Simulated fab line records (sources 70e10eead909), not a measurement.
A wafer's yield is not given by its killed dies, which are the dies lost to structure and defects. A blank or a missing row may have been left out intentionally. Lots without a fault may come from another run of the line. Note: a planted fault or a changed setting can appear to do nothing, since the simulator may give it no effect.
Which tool did it? | flow nand-harc | 72 wafers from 24 lots sampled at 4 of the route's 1302 steps

== WHAT THE GAUGES READ, wafer by wafer ==
NHARC_P_CONTACT_INSPECT_14. Usual: 4.3 for raw-defect-count, sd 2.8.
lot  | measured     | on                | raw-defect-count | flag
L074 | day 6 01:08  | defect-inspect-02 | 0 3 2            |
L075 | day 6 13:26  | defect-inspect-02 | 4 3 0            |
L076 | day 6 21:25  | defect-inspect-01 | 0 2 3            |
L077 | day 7 01:21  | defect-inspect-02 | 2 3 3            |
L078 | day 7 14:05  | defect-inspect-01 | 10 6 4           |
L079 | day 7 19:55  | defect-inspect-01 | 7 6 11           |
L080 | day 8 08:31  | defect-inspect-02 | 6 2 2            |
L081 | day 8 16:28  | defect-inspect-02 | 5 4 12           |
L082 | day 9 06:46  | defect-inspect-02 | 5 10 8           |
L083 | day 9 13:23  | defect-inspect-02 | 1 4 5            |
L084 | day 9 19:20  | defect-inspect-02 | 2 3 4            |
L085 | day 10 20:23 | defect-inspect-02 | 3 5 0            |
L086 | day 10 23:09 | defect-inspect-02 | 4 4 2            |
L087 | day 11 03:35 | defect-inspect-01 | 6 1 1            |
L088 | day 11 23:54 | defect-inspect-02 | 1 2 2            |
L089 | day 12 09:44 | defect-inspect-01 | 2 3 4            |
L090 | day 12 23:15 | defect-inspect-01 | 5 1 3            |
L091 | day 12 23:45 | defect-inspect-02 | 4 4 6            |
L092 | day 13 06:58 | defect-inspect-02 | 3 2 2            |
L093 | day 13 14:33 | defect-inspect-01 | 5 5 4            |
L094 | day 14 04:50 | defect-inspect-02 | 2 1 2            |
L095 | day 14 14:35 | defect-inspect-01 | 6 3 5            |
L096 | day 15 02:56 | defect-inspect-02 | 15 9 13          |
L097 | day 15 15:56 | defect-inspect-02 | 7 10 6           |

== WHAT TOOL EACH LOT RAN ON (gives the tool, then ch and the chambers of the sampled wafers, and finally the start) ==
lot  | NHARC_P_GATE_ETCH_104              | NHARC_P_GATE_DESCUM_48             | NHARC_P_GATE_STRIP_112
L074 | rie-diel-13 ch 1,2,3, day 5 05:06  | rie-diel-09 ch 1,3, day 5 16:58    | plasma-asher-01 ch 0,1, day 5 19:10
L075 | rie-diel-04 ch 0,1, day 5 17:14    | rie-diel-04 ch 0,1,2, day 6 05:17  | plasma-asher-02 ch 0,1, day 6 07:27
L076 | rie-diel-04 ch 0,1,2, day 6 01:42  | rie-diel-13 ch 1,3, day 6 13:35    | plasma-asher-02 ch 0,1, day 6 15:37
L077 | rie-diel-09 ch 0,1,2, day 6 05:27  | rie-diel-13 ch 0,1,3, day 6 17:15  | plasma-asher-01 ch 0,1, day 6 19:23
L078 | rie-diel-13 ch 2,3, day 6 18:02    | rie-diel-13 ch 0,1,3, day 7 05:59  | plasma-asher-01 ch 0,1, day 7 08:08
L079 | rie-diel-04 ch 0,1,2, day 6 23:53  | rie-diel-09 ch 0,1,3, day 7 11:43  | plasma-asher-02 ch 0,1, day 7 13:53
L080 | rie-diel-13 ch 0,1, day 7 12:27    | rie-diel-09 ch 0,1,3, day 8 00:26  | plasma-asher-02 ch 1, day 8 02:40
L081 | rie-diel-09 ch 0,2, day 7 18:26    | rie-diel-04 ch 1,3, day 8 08:19    | plasma-asher-01 ch 0,1, day 8 10:26
L082 | rie-diel-13 ch 0,3, day 8 10:28    | rie-diel-04 ch 0,1, day 8 22:23    | plasma-asher-01 ch 0,1, day 9 00:56
L083 | rie-diel-13 ch 1,2,3, day 8 17:22  | rie-diel-04 ch 0,1,2, day 9 05:17  | plasma-asher-02 ch 0,1, day 9 07:28
L084 | rie-diel-09 ch 0,1, day 8 23:42    | rie-diel-13 ch 1,3, day 9 11:29    | plasma-asher-01 ch 0,1, day 9 13:36
L085 | rie-diel-09 ch 0,2,3, day 9 20:38  | rie-diel-09 ch 1,3, day 10 12:19   | plasma-asher-01 ch 0, day 10 14:23
L086 | rie-diel-09 ch 0,1, day 10 03:03   | rie-diel-09 ch 1, day 10 15:06     | plasma-asher-01 ch 0,1, day 10 17:16
L087 | rie-diel-09 ch 0,3, day 10 07:44   | rie-diel-09 ch 1,3, day 10 19:35   | plasma-asher-02 ch 0,1, day 10 21:43
L088 | rie-diel-13 ch 1,2, day 11 04:02   | rie-diel-13 ch 1,2,3, day 11 15:55 | plasma-asher-01 ch 0,1, day 11 18:05
L089 | rie-diel-13 ch 1,2,3, day 11 14:02 | rie-diel-09 ch 1,2,3, day 12 01:44 | plasma-asher-01 ch 0,1, day 12 03:54
L090 | rie-diel-04 ch 1,2, day 12 03:10   | rie-diel-09 ch 2,3, day 12 15:07   | plasma-asher-01 ch 0, day 12 17:17
L091 | rie-diel-09 ch 0,1,3, day 12 03:49 | rie-diel-09 ch 0,3, day 12 15:43   | plasma-asher-02 ch 0,1, day 12 17:45
L092 | rie-diel-09 ch 1,2,3, day 12 11:10 | rie-diel-04 ch 1,2,3, day 12 22:58 | plasma-asher-02 ch 0,1, day 13 01:13
L093 | rie-diel-09 ch 2,3, day 12 18:31   | rie-diel-13 ch 1,3, day 13 06:25   | plasma-asher-02 ch 0,1, day 13 08:42
L094 | rie-diel-13 ch 0,2,3, day 13 08:29 | rie-diel-04 ch 1,2,3, day 13 20:51 | plasma-asher-01 ch 0,1, day 13 23:05
L095 | rie-diel-09 ch 1,2,3, day 13 18:50 | rie-diel-13 ch 1,2,3, day 14 06:37 | plasma-asher-01 ch 0,1, day 14 08:44
L096 | rie-diel-04 ch 1,2,3, day 14 07:05 | rie-diel-04 ch 1,2,3, day 14 18:54 | plasma-asher-01 ch 0,1, day 14 21:01
L097 | rie-diel-09 ch 1,3, day 14 20:06   | rie-diel-09 ch 1,2,3, day 15 07:47 | plasma-asher-02 ch 1, day 15 09:57
- NHARC_P_GATE_ETCH_104: etches the open film in CF4/CHF3, target depth 60 nm.
- NHARC_P_GATE_DESCUM_48: chemistry O2, time 3 s.
- NHARC_P_GATE_STRIP_112: strips in N2/H2, time 200 s.

== AS READ BY THE TOOLS THEMSELVES (means over the sampled wafers that have a number; for cases with no such wafer, the mark the record gives instead) ==
NHARC_P_GATE_ETCH_104. Usual: bias-w 200.0 W, standard deviation 0.5; drypump-motor-current-A 5.7 A, standard deviation 0.44; oes-product-au 0.950 a.u., standard deviation 0.022; rf-vpp-V 370.6 V, standard deviation 2.8; showerhead-plenum-p-Torr 1.58 Torr, standard deviation 0.079; throttle-valve-pct 16.801 %, standard deviation 0.0094.
lot  | tool        | bias-w (W) | drypump-motor-current-A (A) | oes-product-au (a.u.) | rf-vpp-V (V) | showerhead-plenum-p-Torr (Torr) | throttle-valve-pct (%) | flag
L074 | rie-diel-13 | 200.0      | 5.2                         | 0.956                 | 373.2        | 1.63                            | 16.793                 |
L075 | rie-diel-04 | 200.1      | 5.6                         | 0.919                 | 372.5        | 1.62                            | 16.802                 |
L076 | rie-diel-04 | 200.9      | 5.9                         | 0.966                 | 371.2        | 1.58                            | 16.808                 |
L077 | rie-diel-09 | 200.0      | 5.9                         | 0.935                 | 368.6        | 1.50                            | 16.796                 |
L078 | rie-diel-13 | 200.1      | 5.1                         | 0.974                 | 373.0        | 1.63                            | 16.802                 |
L079 | rie-diel-04 | 199.4      | 6.0                         | 0.922                 | 370.4        | 1.58                            | 16.797                 |
L080 | rie-diel-13 | 199.8      | 5.7                         | 0.935                 | 370.4        | 1.57                            | 16.788                 |
L081 | rie-diel-09 | 199.6      | 5.8                         | 0.972                 | 368.4        | 1.50                            | 16.800                 |
L082 | rie-diel-13 | 200.1      | 5.2                         | 0.971                 | 372.2        | 1.61                            | 16.796                 |
L083 | rie-diel-13 | 199.6      | 5.2                         | 0.970                 | 372.8        | 1.63                            | 16.803                 |
L084 | rie-diel-09 | 200.0      | 6.2                         | 0.961                 | 368.1        | 1.52                            | 16.798                 |
L085 | rie-diel-09 | 200.0      | 5.8                         | 0.959                 | 370.2        | 1.57                            | 16.807                 |
L086 | rie-diel-09 | 200.2      | 5.9                         | 0.974                 | 368.3        | 1.49                            | 16.794                 |
L087 | rie-diel-09 | 200.5      | 5.7                         | 0.953                 | 371.7        | 1.63                            | 16.794                 |
L088 | rie-diel-13 | 200.2      | 5.5                         | 0.959                 | 371.5        | 1.61                            | 16.796                 |
L089 | rie-diel-13 | 200.4      | 5.2                         | 0.967                 | 372.4        | 1.63                            | 16.792                 |
L090 | rie-diel-04 | 200.0      | 6.1                         | 0.953                 | 369.3        | 1.55                            | 16.807                 |
L091 | rie-diel-09 | 200.2      | 5.8                         | 0.926                 | 370.0        | 1.56                            | 16.811                 |
L092 | rie-diel-09 | 200.2      | 5.5                         | 0.916                 | 369.4        | 1.54                            | 16.803                 |
L093 | rie-diel-09 | 200.3      | 5.4                         | 0.918                 | 372.6        | 1.61                            | 16.798                 |
L094 | rie-diel-13 | 200.2      | 5.4                         | 0.922                 | 371.4        | 1.58                            | 16.794                 |
L095 | rie-diel-09 | 200.0      | 5.5                         | 0.952                 | 368.5        | 1.54                            | 16.805                 |
L096 | rie-diel-04 | 200.0      | 6.1                         | 0.953                 | 370.3        | 1.54                            | 16.798                 |
L097 | rie-diel-09 | 199.1      | 5.6                         | 0.971                 | 369.0        | 1.54                            | 16.803                 |

NHARC_P_GATE_DESCUM_48. Usual: drypump-motor-current-A 5.7 A, standard deviation 0.46; oes-product-au 0.999 a.u., standard deviation 0.0095; rf-vpp-V 57.9 V, standard deviation 1.1; showerhead-plenum-p-Torr 1.91 Torr, standard deviation 0.1; throttle-valve-pct 11.311 %, standard deviation 0.0091.
lot  | tool        | drypump-motor-current-A (A) | oes-product-au (a.u.) | rf-vpp-V (V) | showerhead-plenum-p-Torr (Torr) | throttle-valve-pct (%) | flag
L074 | rie-diel-09 | 5.6                         | 0.990                 | 58.2         | 1.88                            | 11.312                 |
L075 | rie-diel-04 | 5.9                         | 0.993                 | 57.7         | 1.93                            | 11.302                 |
L076 | rie-diel-13 | 5.0                         | 1.012                 | 58.4         | 2.02                            | 11.315                 |
L077 | rie-diel-13 | 5.4                         | 1.007                 | 57.9         | 1.96                            | 11.313                 |
L078 | rie-diel-13 | 5.3                         | 1.008                 | 58.7         | 1.96                            | 11.317                 |
L079 | rie-diel-09 | 5.8                         | 1.008                 | 57.8         | 1.91                            | 11.316                 |
L080 | rie-diel-09 | 5.8                         | 0.995                 | 58.3         | 1.90                            | 11.309                 |
L081 | rie-diel-04 | 5.8                         | 0.995                 | 58.9         | 1.92                            | 11.297                 |
L082 | rie-diel-04 | 5.5                         | 0.993                 | 57.6         | 2.01                            | 11.317                 |
L083 | rie-diel-04 | 6.0                         | 0.996                 | 57.5         | 1.93                            | 11.319                 |
L084 | rie-diel-13 | 5.2                         | 0.996                 | 59.4         | 2.02                            | 11.305                 |
L085 | rie-diel-09 | 5.6                         | 0.997                 | 57.6         | 1.88                            | 11.310                 |
L086 | rie-diel-09 | 5.8                         | 1.007                 | 56.7         | 1.79                            | 11.303                 |
L087 | rie-diel-09 | 5.6                         | 1.001                 | 58.0         | 1.88                            | 11.319                 |
L088 | rie-diel-13 | 5.2                         | 1.001                 | 57.2         | 1.99                            | 11.311                 |
L089 | rie-diel-09 | 5.6                         | 0.993                 | 57.2         | 1.88                            | 11.312                 |
L090 | rie-diel-09 | 5.5                         | 0.984                 | 58.5         | 1.89                            | 11.310                 |
L091 | rie-diel-09 | 5.7                         | 0.993                 | 58.3         | 1.99                            | 11.307                 |
L092 | rie-diel-04 | 6.2                         | 0.995                 | 57.7         | 1.86                            | 11.310                 |
L093 | rie-diel-13 | 5.2                         | 0.989                 | 59.1         | 2.02                            | 11.317                 |
L094 | rie-diel-04 | 6.2                         | 0.993                 | 57.9         | 1.86                            | 11.309                 |
L095 | rie-diel-13 | 5.2                         | 0.996                 | 58.6         | 1.99                            | 11.315                 |
L096 | rie-diel-04 | 6.1                         | 0.994                 | 57.3         | 1.86                            | 11.305                 |
L097 | rie-diel-09 | 5.5                         | 0.988                 | 58.1         | 1.88                            | 11.314                 |

NHARC_P_GATE_STRIP_112. Usual: drypump-motor-current-A 5.7 A, standard deviation 0.38; heater-power-w 91 W, standard deviation 10; rf-refl-power-W 13 W, standard deviation 4.4.
lot  | tool            | drypump-motor-current-A (A) | heater-power-w (W) | rf-refl-power-W (W) | flag
L074 | plasma-asher-01 | 5.8                         | 89                 | 11                  |
L075 | plasma-asher-02 | 5.5                         | 96                 | 13                  |
L076 | plasma-asher-02 | 5.5                         | 92                 | 13                  |
L077 | plasma-asher-01 | 5.8                         | 87                 | 11                  |
L078 | plasma-asher-01 | 6.0                         | 95                 | 12                  |
L079 | plasma-asher-02 | 5.5                         | 95                 | 14                  |
L080 | plasma-asher-02 | 5.2                         | 87                 | 21                  |
L081 | plasma-asher-01 | 5.7                         | 85                 | 10                  |
L082 | plasma-asher-01 | 5.8                         | 85                 | 11                  |
L083 | plasma-asher-02 | 5.4                         | 93                 | 18                  |
L084 | plasma-asher-01 | 6.0                         | 95                 | 12                  |
L085 | plasma-asher-01 | 6.2                         | 104                | 13                  |
L086 | plasma-asher-01 | 6.0                         | 94                 | 12                  |
L087 | plasma-asher-02 | 5.4                         | 91                 | 17                  |
L088 | plasma-asher-01 | 5.7                         | 85                 | 11                  |
L089 | plasma-asher-01 | 6.0                         | 95                 | 12                  |
L090 | plasma-asher-01 | 6.3                         | 103                | 13                  |
L091 | plasma-asher-02 | 5.5                         | 92                 | 14                  |
L092 | plasma-asher-02 | 5.5                         | 92                 | 14                  |
L093 | plasma-asher-02 | 5.5                         | 93                 | 13                  |
L094 | plasma-asher-01 | 5.7                         | 86                 | 11                  |
L095 | plasma-asher-01 | 6.0                         | 94                 | 12                  |
L096 | plasma-asher-01 | 6.0                         | 95                 | 12                  |
L097 | plasma-asher-02 | 5.2                         | 91                 | 21                  |

== THE ANSWER, worked out from the rows above alone ==
Rule: take the mean of a lot's wafers that have a number; if it is more than 3 standard deviations from the usual mean, the lot is off. A lot without any number at a reading at which 4 lots or more have one is off too. Where the step has rows for the other lots, those lots are counted as sound. First the gauges in route order, then the tools' own readings, where a lot's mean is used as printed above. At the first step where some lot is off, the reading lying furthest off is the one used; lots without a number count as furthest.
No lot is off at any reading shown: from this, nothing can be told.

== WHAT THE SIMULATOR PUT IN ==
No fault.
